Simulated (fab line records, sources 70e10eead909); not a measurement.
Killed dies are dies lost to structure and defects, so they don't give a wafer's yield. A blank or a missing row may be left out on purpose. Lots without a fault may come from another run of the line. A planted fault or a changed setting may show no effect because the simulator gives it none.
Which tool did it? | flow nand_harc | 12 lots, 36 wafers sampled, at 7 steps of a route of 1302

WHAT THE GAUGES READ, wafer by wafer
NHARC_A_ONON_D2_THK_MEAS_34: measures by ellipsometry. Usual: thk_nm 200 nm, standard deviation 3.
lot  | measured     | on            | thk_nm (nm) | flag
L150 | day 13 06:17 | film_metro-01 | 202 202 202 |
L152 | day 14 13:16 | film_metro-02 | 201 201 202 |
L154 | day 15 08:09 | film_metro-02 | 195 199 198 |
L155 | day 15 12:37 | film_metro-01 | 199 204 203 |
L156 | day 15 12:49 | film_metro-01 | 201 197 200 |
L157 | day 16 15:06 | film_metro-01 | 196 200 200 |
L160 | day 17 15:20 | film_metro-02 | 194 190 195 |
L167 | day 20 05:08 | film_metro-01 | 199 199 200 |
L166 | day 20 05:08 | film_metro-02 | 199 197 202 |
L170 | day 21 22:02 | film_metro-01 | 199 201 201 |
L171 | day 21 22:10 | film_metro-01 | 198 198 202 |
L172 | day 23 00:58 | film_metro-01 | 198 198 203 |

NHARC_A_CHANNEL_HOLE_D2_INSPECT_12. Usual: raw_defect_count 27, standard deviation 23.
lot  | measured     | on                | raw_defect_count | flag
L150 | day 13 10:46 | defect_inspect-01 | 58 56 56         |
L152 | day 14 16:09 | defect_inspect-02 | 62 40 63         |
L154 | day 15 11:35 | defect_inspect-02 | 4 4 5            |
L155 | day 15 16:44 | defect_inspect-02 | 5 6 7            |
L156 | day 15 17:11 | defect_inspect-01 | 52 60 50         |
L157 | day 16 19:55 | defect_inspect-02 | 333 6 10         | OFF
L160 | day 17 18:14 | defect_inspect-02 | 52 382 66        | OFF
L167 | day 20 08:52 | defect_inspect-02 | 71 55 63         |
L166 | day 20 09:08 | defect_inspect-02 | 12 16 17         |
L170 | day 22 01:38 | defect_inspect-02 | 6 2 9            |
L171 | day 22 02:28 | defect_inspect-02 | 30 23 42         |
L172 | day 23 05:25 | defect_inspect-02 | 1 2 1            |

NHARC_A_CHANNEL_HOLE_D2_INSPECT_40. Usual: raw_defect_count 284, standard deviation 74.
lot  | measured     | on                | raw_defect_count | flag
L150 | day 13 19:10 | defect_inspect-02 | 259 215 235      |
L152 | day 15 01:35 | defect_inspect-01 | 408 449 344      |
L154 | day 15 19:00 | defect_inspect-01 | 186 184 232      |
L155 | day 15 23:42 | defect_inspect-02 | 282 288 309      |
L156 | day 16 03:20 | defect_inspect-02 | 375 360 323      |
L157 | day 17 03:02 | defect_inspect-02 | 504 181 175      |
L160 | day 18 02:47 | defect_inspect-02 | 298 478 194      |
L167 | day 20 18:53 | defect_inspect-01 | 263 382 232      |
L166 | day 20 16:08 | defect_inspect-02 | 236 174 217      |
L170 | day 22 13:16 | defect_inspect-01 | 269 272 195      |
L171 | day 22 17:36 | defect_inspect-01 | 181 189 183      |
L172 | day 23 15:49 | defect_inspect-01 | 285 314 304      |

NHARC_END_SORT_01. Usual: killed_at_array 59, standard deviation 20; killed_at_other 0.8, standard deviation 1.2; killed_at_periphery 3.5, standard deviation 2.2; killed_dies 63, standard deviation 20; killed_open 3.3, standard deviation 1.8; killed_short 2.6, standard deviation 1.7.
lot  | measured     | on        | killed_at_array | killed_at_other | killed_at_periphery | killed_dies | killed_open | killed_short | flag
L157 | day 27 18:38 | prober-01 | 107 28 39       | 0 0 0           | 0 2 4               | 107 30 43   | 2 5 4       | 6 2 7        |
L160 | day 28 16:50 | prober-01 | 51 110 52       | 0 1 0           | 7 4 4               | 58 115 56   | 3 0 1       | 1 1 1        |

WHICH TOOL RAN EACH LOT (tool, then ch and the chambers of the sampled wafers, then the start)
lot  | NHARC_A_CHANNEL_HOLE_D2_DEP_00 | NHARC_A_CHANNEL_HOLE_D2_DEP_01  | NHARC_A_CHANNEL_HOLE_D2_ETCH_20
L150 | acl_dep-02 ch 0, day 13 08:26  | pecvd-04 ch 0,1,2, day 13 10:04 | har_etch-01 ch 0,1, day 13 13:36
L152 | acl_dep-03 ch 0, day 14 13:24  | pecvd-04 ch 0,1,2, day 14 15:20 | har_etch-01 ch 0,1, day 14 19:50
L154 | acl_dep-01 ch 0, day 15 09:08  | pecvd-03 ch 0,1,2, day 15 10:44 | har_etch-01 ch 0,1, day 15 13:28
L155 | acl_dep-02 ch 0, day 15 14:35  | pecvd-02 ch 1,2, day 15 15:56   | har_etch-02 ch 0,1, day 15 18:14
L156 | acl_dep-01 ch 0, day 15 15:22  | pecvd-02 ch 0,1,2, day 15 16:25 | har_etch-01 ch 0,1, day 15 21:53
L157 | acl_dep-03 ch 0, day 16 17:08  | pecvd-03 ch 0,1,2, day 16 19:04 | har_etch-01 ch 0,1, day 16 21:16
L160 | acl_dep-02 ch 0, day 17 15:28  | pecvd-03 ch 0,1,2, day 17 17:24 | har_etch-02 ch 0,1, day 17 21:11
L167 | acl_dep-03 ch 0, day 20 06:23  | pecvd-04 ch 0,2, day 20 08:01   | har_etch-01 ch 0,1, day 20 10:29
L166 | acl_dep-01 ch 0, day 20 06:41  | pecvd-03 ch 0,1,2, day 20 08:19 | har_etch-02 ch 0,1, day 20 10:32
L170 | acl_dep-03 ch 0, day 21 22:51  | pecvd-03 ch 0,2, day 22 00:49   | har_etch-02 ch 0,1, day 22 07:40
L171 | acl_dep-01 ch 0, day 21 23:41  | pecvd-02 ch 0,1,2, day 22 01:39 | har_etch-02 ch 0,1, day 22 11:50
L172 | acl_dep-02 ch 0, day 23 02:59  | pecvd-02 ch 0,1,2, day 23 04:34 | har_etch-01 ch 1, day 23 10:15
- NHARC_A_CHANNEL_HOLE_D2_DEP_00: deposits aC, target thk 3100 nm.
- NHARC_A_CHANNEL_HOLE_D2_DEP_01: deposits SiON, target thk 140 nm.
- NHARC_A_CHANNEL_HOLE_D2_ETCH_20: etches the open film in C4F8/O2/Ar, time 361.9 s, target depth 1600 nm.

WHAT THE TOOLS THEMSELVES READ (means of the sampled wafers that have a number; where no wafer has one, the mark that the record gives instead)
NHARC_A_CHANNEL_HOLE_D2_DEP_00. Usual: throttle_valve_pct 34.999 %, standard deviation 0.009.
lot  | tool       | throttle_valve_pct (%) | flag
L150 | acl_dep-02 | 34.999                 |
L152 | acl_dep-03 | 34.998                 |
L154 | acl_dep-01 | 35.004                 |
L155 | acl_dep-02 | 34.989                 |
L156 | acl_dep-01 | 35.001                 |
L157 | acl_dep-03 | 35.002                 |
L160 | acl_dep-02 | 34.999                 |
L167 | acl_dep-03 | 34.996                 |
L166 | acl_dep-01 | 35.002                 |
L170 | acl_dep-03 | 34.992                 |
L171 | acl_dep-01 | 35.001                 |
L172 | acl_dep-02 | 34.996                 |

NHARC_A_CHANNEL_HOLE_D2_DEP_01. Usual: chamber_pressure_Torr 3.499 Torr, standard deviation 0.0076; heater_power_w 766 W, standard deviation 100; rf_fwd_power_W 348.5 W, standard deviation 1.2.
lot  | tool     | chamber_pressure_Torr (Torr) | heater_power_w (W) | rf_fwd_power_W (W) | flag
L150 | pecvd-04 | 3.495                        | 709                | 349.7              |
L152 | pecvd-04 | 3.501                        | 795                | 348.6              |
L154 | pecvd-03 | 3.495                        | 771                | 348.5              |
L155 | pecvd-02 | 3.500                        | 713                | 350.4              |
L156 | pecvd-02 | 3.497                        | 768                | 348.2              |
L157 | pecvd-03 | 3.503                        | 788                | 348.2              |
L160 | pecvd-03 | 3.495                        | 703                | 347.9              |
L167 | pecvd-04 | 3.493                        | 786                | 348.0              |
L166 | pecvd-03 | 3.499                        | 753                | 347.6              |
L170 | pecvd-03 | 3.505                        | 752                | 349.0              |
L171 | pecvd-02 | 3.496                        | 726                | 348.4              |
L172 | pecvd-02 | 3.499                        | 740                | 347.9              |

NHARC_A_CHANNEL_HOLE_D2_ETCH_20. Usual: drypump_motor_current_A 5.5 A, standard deviation 0.45; o2_flow_sccm 35.71 sccm, standard deviation 0.094; showerhead_plenum_p_Torr 3.62 Torr, standard deviation 0.15; throttle_valve_pct 32.154 %, standard deviation 0.0083.
lot  | tool        | drypump_motor_current_A (A) | o2_flow_sccm (sccm) | showerhead_plenum_p_Torr (Torr) | throttle_valve_pct (%) | flag
L150 | har_etch-01 | 6.0                         | 35.74               | 3.63                            | 32.154                 |
L152 | har_etch-01 | 5.7                         | 35.78               | 3.56                            | 32.145                 |
L154 | har_etch-01 | 5.7                         | 35.70               | 3.55                            | 32.161                 |
L155 | har_etch-02 | 5.3                         | 35.55               | 3.83                            | 32.146                 |
L156 | har_etch-01 | 6.0                         | 35.66               | 3.61                            | 32.151                 |
L157 | har_etch-01 | 6.0                         | 35.78               | 3.61                            | 32.157                 |
L160 | har_etch-02 | 5.1                         | 35.64               | 3.71                            | 32.145                 |
L167 | har_etch-01 | 6.0                         | 35.66               | 3.58                            | 32.155                 |
L166 | har_etch-02 | 5.1                         | 35.69               | 3.69                            | 32.157                 |
L170 | har_etch-02 | 5.1                         | 35.70               | 3.68                            | 32.157                 |
L171 | har_etch-02 | 5.1                         | 35.73               | 3.68                            | 32.156                 |
L172 | har_etch-01 | 6.2                         | 35.82               | 3.61                            | 32.157                 |

THE ANSWER, worked out from the rows above alone
Rule: a lot is off if the mean of its wafers that have a number lies more than 3 standard deviations from the usual mean. A lot without any number at a reading at which 4 lots or more have one is off too. The other lots that the step has rows for count as sound. The gauges are gone through in route order, then the tools' own readings, and for those a lot's mean is taken as printed above. The first step at which some lot is off is used, and at that step the reading that is off furthest; a lot without a number counts as furthest.
Off: L157, L160, at NHARC_A_CHANNEL_HOLE_D2_INSPECT_12 (raw_defect_count).
A tool fits if, at a process step before that reading, it ran every lot that is off, and no sound lot after the first of them. The gauges at NHARC_A_CHANNEL_HOLE_D2_INSPECT_12 are tried like those tools. None of those tried fits.

WHAT THE SIMULATOR HAD PUT IN
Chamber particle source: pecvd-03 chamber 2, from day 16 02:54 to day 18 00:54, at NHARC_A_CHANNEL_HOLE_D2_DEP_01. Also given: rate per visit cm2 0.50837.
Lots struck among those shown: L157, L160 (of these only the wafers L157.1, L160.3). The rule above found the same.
